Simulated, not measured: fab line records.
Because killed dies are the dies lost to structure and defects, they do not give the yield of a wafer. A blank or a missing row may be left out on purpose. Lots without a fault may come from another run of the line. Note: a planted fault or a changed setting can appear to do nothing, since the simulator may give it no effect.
Which tool is to blame?    flow n5-finfet    27 wafers from 9 lots sampled at 5 of the route's 1938 steps

WHAT EACH GAUGE READ, for each wafer
N5_BEOL_M4_RC_MEAS_101. Usual: DIBL_N 35.9 mV/V, standard deviation 1.4; DIBL_P 35.9 mV/V, standard deviation 1.7; IOFF_N 0.160 nA/um, standard deviation 0.026; IOFF_P 0.21 nA/um, standard deviation 0.036; ION_N 672 uA/um, standard deviation 11; ION_P 461 uA/um, standard deviation 8.1; SS_N 71.4 mV/dec, standard deviation 0.54; SS_P 73.2 mV/dec, standard deviation 0.67; VT_N 249.3 mV, standard deviation 2.7; VT_P -250 mV, standard deviation 3.9.
lot   measured      on         DIBL_N (mV/V)   DIBL_P (mV/V)   IOFF_N (nA/um)     IOFF_P (nA/um)  ION_N (uA/um)  ION_P (uA/um)  SS_N (mV/dec)   SS_P (mV/dec)   VT_N (mV)          VT_P (mV)       flag
L394  day 9 12:25   prober-02  37.0 35.1 34.3  38.7 36.5 35.6  0.187 0.160 0.139  0.24 0.20 0.18  680 680 673    455 468 459    72.2 71.6 71.5  74.2 73.1 73.1  246.1 248.8 249.6  -249 -253 -255  
L395  day 9 14:31   prober-01  37.4 37.1 35.0  35.6 36.0 33.4  0.178 0.178 0.136  0.20 0.21 0.16  674 686 664    456 458 448    71.8 71.6 71.7  73.3 73.6 72.4  247.8 249.2 253.0  -255 -253 -255  
L399  day 10 05:20  prober-02  35.6 35.7 36.2  34.3 35.1 34.6  0.140 0.142 0.146  0.19 0.19 0.19  666 663 670    456 457 462    71.3 70.9 71.1  72.4 72.9 72.4  253.3 251.2 250.4  -252 -250 -250  
L400  day 10 14:10  prober-02  35.7 34.4 33.6  35.9 34.8 33.0  0.157 0.137 0.122  0.21 0.20 0.17  667 666 648    456 463 452    71.3 70.3 71.2  73.0 73.0 71.8  250.1 248.8 253.3  -247 -248 -251  
L401  day 10 16:13  prober-01  35.7 32.5 36.7  36.3 31.9 37.0  0.153 0.104 0.161  0.19 0.14 0.20  676 658 663    455 448 452    70.7 70.6 71.4  74.0 72.7 74.8  248.6 258.3 250.6  -255 -257 -255  
L409  day 13 00:23  prober-01  35.5 37.5 35.4  35.9 38.4 35.7  0.162 0.193 0.156  0.25 0.28 0.24  663 680 667    465 472 462    72.1 72.4 71.2  72.7 74.2 72.8  249.5 248.3 249.9  -243 -244 -248  
L411  day 13 03:45  prober-02  40.2 35.4 37.4  39.1 34.9 37.0  0.228 0.132 0.165  0.27 0.19 0.22  677 672 682    468 462 465    72.5 70.7 71.2  74.4 72.5 73.3  246.0 252.0 247.7  -248 -254 -249  
L410  day 13 21:21  prober-02  36.1 37.1 37.0  34.4 36.0 36.6  0.142 0.142 0.158  0.15 0.17 0.18  664 643 674    450 441 450    70.9 71.9 71.8  72.8 73.1 73.2  249.5 253.3 248.2  -258 -254 -255  
L413  day 14 04:16  prober-02  36.1 35.0 38.2  36.2 35.4 39.4  0.149 0.136 0.190  0.18 0.17 0.24  665 678 675    456 459 462    71.0 70.9 71.5  72.9 73.7 74.2  252.6 253.1 249.5  -253 -255 -248  

EACH LOT AND THE TOOL THAT RAN IT (in order: tool; ch and the chambers of the sampled wafers; start)
lot   N5_BEOL_M3_ETCH_77                  N5_BEOL_M3_ALD_98                  N5_BEOL_M3_VIA_ETCH_34              N5_BEOL_M3_TRENCH_ETCH_37
L394  rie-diel-03 ch 0,1,3, day 8 12:28   ald-sin-01 ch 0,1,3, day 8 13:15   rie-diel-04 ch 1,2, day 8 15:40     rie-diel-04 ch 1,2, day 9 12:25 or earlier
L395  rie-diel-04 ch 0,1,2, day 8 13:35   ald-sin-01 ch 0,1, day 8 13:42     rie-diel-03 ch 0,3, day 8 20:04     rie-diel-03 ch 0,3, day 9 14:31 or earlier
L399  rie-diel-02 ch 0,2, day 9 02:25     ald-sin-02 ch 0,1, day 9 02:31     rie-diel-02 ch 0,2,3, day 9 03:23   rie-diel-02 ch 0,2,3, day 10 05:20 or earlier
L400  rie-diel-02 ch 0,2,3, day 9 15:47   ald-sin-02 ch 0,2,3, day 9 16:17   rie-diel-03 ch 0,1,2, day 9 20:20   rie-diel-03 ch 0,1,2, day 10 14:10 or earlier
L401  rie-diel-04 ch 0,1,3, day 9 22:11   ald-sin-01 ch 1,2, day 9 22:19     rie-diel-04 ch 0,1, day 10 01:40    rie-diel-04 ch 0,1, day 10 16:13 or earlier
L409  rie-diel-04 ch 0,1,3, day 11 23:10  ald-sin-02 ch 0,1,3, day 11 23:16  rie-diel-03 ch 0,1,2, day 12 11:10  rie-diel-03 ch 0,1,2, day 13 00:23 or earlier
L411  rie-diel-04 ch 0,3, day 12 13:16    ald-sin-02 ch 0,3, day 12 13:31    rie-diel-03 ch 0,1,2, day 12 15:47  rie-diel-03 ch 0,1,2, day 13 03:45 or earlier
L410  rie-diel-03 ch 0,2, day 12 20:50    ald-sin-01 ch 0,1,2, day 12 20:56  rie-diel-02 ch 0,3, day 13 00:31    rie-diel-02 ch 0,3, day 13 21:21 or earlier
L413  rie-diel-04 ch 0,1,2, day 12 22:36  ald-sin-02 ch 0,1,3, day 12 22:42  rie-diel-04 ch 1,3, day 13 05:44    rie-diel-04 ch 1,3, day 14 04:16 or earlier
- N5_BEOL_M3_ETCH_77: etches underlayer in N2/H2, target depth 6.5 nm, time 5.2 s.
- N5_BEOL_M3_ALD_98: deposits SiO2, target thk 2.5 nm, pulse time 1 s, co reactant pulse time 1 s.
- N5_BEOL_M3_VIA_ETCH_34: etches the open film in C4F6/O2, target depth 69.4 nm, time 65.9 s.
- N5_BEOL_M3_TRENCH_ETCH_37: etches SiOC in C4F6/O2, target depth 55.555 nm, time 29.2 s.

AS READ BY THE TOOLS THEMSELVES (means over the sampled wafers that have a number; for cases with no such wafer, the mark the record gives instead)
N5_BEOL_M3_ETCH_77. Usual: drypump-motor-current-A 5.8 A, standard deviation 0.45; etch-rf-on-time-s 5.20 s, standard deviation 0.13; oes-product-au 0.67 a.u., standard deviation 0.077; rf-vpp-V 524.9 V, standard deviation 2.3; showerhead-plenum-p-Torr 2.58 Torr, standard deviation 0.076; throttle-valve-pct 17.80 %, standard deviation 0.27.
lot   tool         drypump-motor-current-A (A)  etch-rf-on-time-s (s)  oes-product-au (a.u.)  rf-vpp-V (V)  showerhead-plenum-p-Torr (Torr)  throttle-valve-pct (%)  flag
L394  rie-diel-03  5.8                          5.26                   0.67                   525.7         2.55                             17.81                   
L395  rie-diel-04  5.9                          5.29                   0.61                   526.3         2.59                             17.89                   
L399  rie-diel-02  5.6                          5.15                   0.65                   524.2         2.54                             17.99                   
L400  rie-diel-02  6.1                          5.20                   0.70                   525.1         2.61                             17.83                   
L401  rie-diel-04  5.9                          5.19                   0.69                   525.2         2.58                             17.68                   
L409  rie-diel-04  5.9                          5.12                   0.67                   525.1         2.58                             17.70                   
L411  rie-diel-04  5.7                          5.14                   0.66                   522.9         2.53                             17.88                   
L410  rie-diel-03  5.6                          5.23                   0.64                   524.1         2.53                             17.94                   
L413  rie-diel-04  5.9                          5.31                   0.60                   524.6         2.58                             17.95                   

N5_BEOL_M3_ALD_98. Usual: chamber-pressure-Torr 2.000 Torr, standard deviation 0.0045; heater-power-w 76 W, standard deviation 7.8; precursor-pulse-height-rel 1.000, standard deviation 0.021.
lot   tool        chamber-pressure-Torr (Torr)  heater-power-w (W)  precursor-pulse-height-rel  flag
L394  ald-sin-01  1.997                         72                  1.019                       
L395  ald-sin-01  1.998                         70                  1.006                       
L399  ald-sin-02  -                             -                   -                           OFF
L400  ald-sin-02  -                             -                   -                           OFF
L401  ald-sin-01  -                             -                   -                           OFF
L409  ald-sin-02  2.005                         70                  1.007                       
L411  ald-sin-02  2.005                         72                  1.005                       
L410  ald-sin-01  1.999                         77                  0.996                       
L413  ald-sin-02  2.006                         70                  1.009                       

N5_BEOL_M3_VIA_ETCH_34. Usual: drypump-motor-current-A 5.8 A, standard deviation 0.49; oes-product-au 0.78 a.u., standard deviation 0.082; rf-vpp-V 667 V, standard deviation 14; showerhead-plenum-p-Torr 2.89 Torr, standard deviation 0.077; throttle-valve-pct 30.7 %, standard deviation 0.43.
lot   tool         drypump-motor-current-A (A)  oes-product-au (a.u.)  rf-vpp-V (V)  showerhead-plenum-p-Torr (Torr)  throttle-valve-pct (%)  flag
L394  rie-diel-04  6.1                          0.73                   683           2.94                             30.6                    
L395  rie-diel-03  5.8                          0.84                   651           2.96                             30.8                    
L399  rie-diel-02  6.1                          0.83                   675           2.91                             30.7                    
L400  rie-diel-03  5.6                          0.75                   651           2.80                             30.8                    
L401  rie-diel-04  6.1                          0.72                   678           2.90                             30.7                    
L409  rie-diel-03  5.6                          0.74                   652           2.79                             30.8                    
L411  rie-diel-03  5.6                          0.73                   651           2.79                             30.8                    
L410  rie-diel-02  5.6                          0.74                   673           2.87                             31.1                    
L413  rie-diel-04  6.1                          0.79                   674           2.90                             30.2                    

N5_BEOL_M3_TRENCH_ETCH_37. Usual: drypump-motor-current-A 5.8 A, standard deviation 0.49; oes-product-au 0.78 a.u., standard deviation 0.081; rf-vpp-V 667 V, standard deviation 14; showerhead-plenum-p-Torr 2.90 Torr, standard deviation 0.077; throttle-valve-pct 20.8 %, standard deviation 0.37.
lot   tool         drypump-motor-current-A (A)  oes-product-au (a.u.)  rf-vpp-V (V)  showerhead-plenum-p-Torr (Torr)  throttle-valve-pct (%)  flag
L394  rie-diel-04  6.1                          0.73                   682           2.95                             20.7                    
L395  rie-diel-03  5.7                          0.83                   651           2.96                             20.7                    
L399  rie-diel-02  6.1                          0.82                   674           2.91                             20.8                    
L400  rie-diel-03  5.6                          0.75                   652           2.81                             21.0                    
L401  rie-diel-04  6.1                          0.72                   679           2.90                             20.8                    
L409  rie-diel-03  5.6                          0.74                   651           2.80                             21.0                    
L411  rie-diel-03  5.6                          0.74                   651           2.80                             21.0                    
L410  rie-diel-02  5.6                          0.74                   671           2.88                             21.1                    
L413  rie-diel-04  6.1                          0.79                   674           2.91                             20.5                    

THE ANSWER, worked out from the rows above alone
Rule: lot off if the mean of its wafers having a number is beyond 3 standard deviations from the usual mean. Also off: a lot with no number at a reading for which 4 or more lots have one. The other lots that the step has rows for count as sound. The gauges are gone through in route order, then the tools' own readings, and for those a lot's mean is taken as printed above. At the first step where some lot is off, the reading lying furthest off is the one used; lots without a number count as furthest.
Off, at N5_BEOL_M3_ALD_98 on chamber-pressure-Torr: L399, L400, L401. Without a number there: L399, L400, L401.
If a tool, at that step or one of the process steps before it, ran each lot that is off and ran no sound lot following the first of them, it fits. Not one of the candidates tried fits.

WHAT THE SIMULATOR PUT IN
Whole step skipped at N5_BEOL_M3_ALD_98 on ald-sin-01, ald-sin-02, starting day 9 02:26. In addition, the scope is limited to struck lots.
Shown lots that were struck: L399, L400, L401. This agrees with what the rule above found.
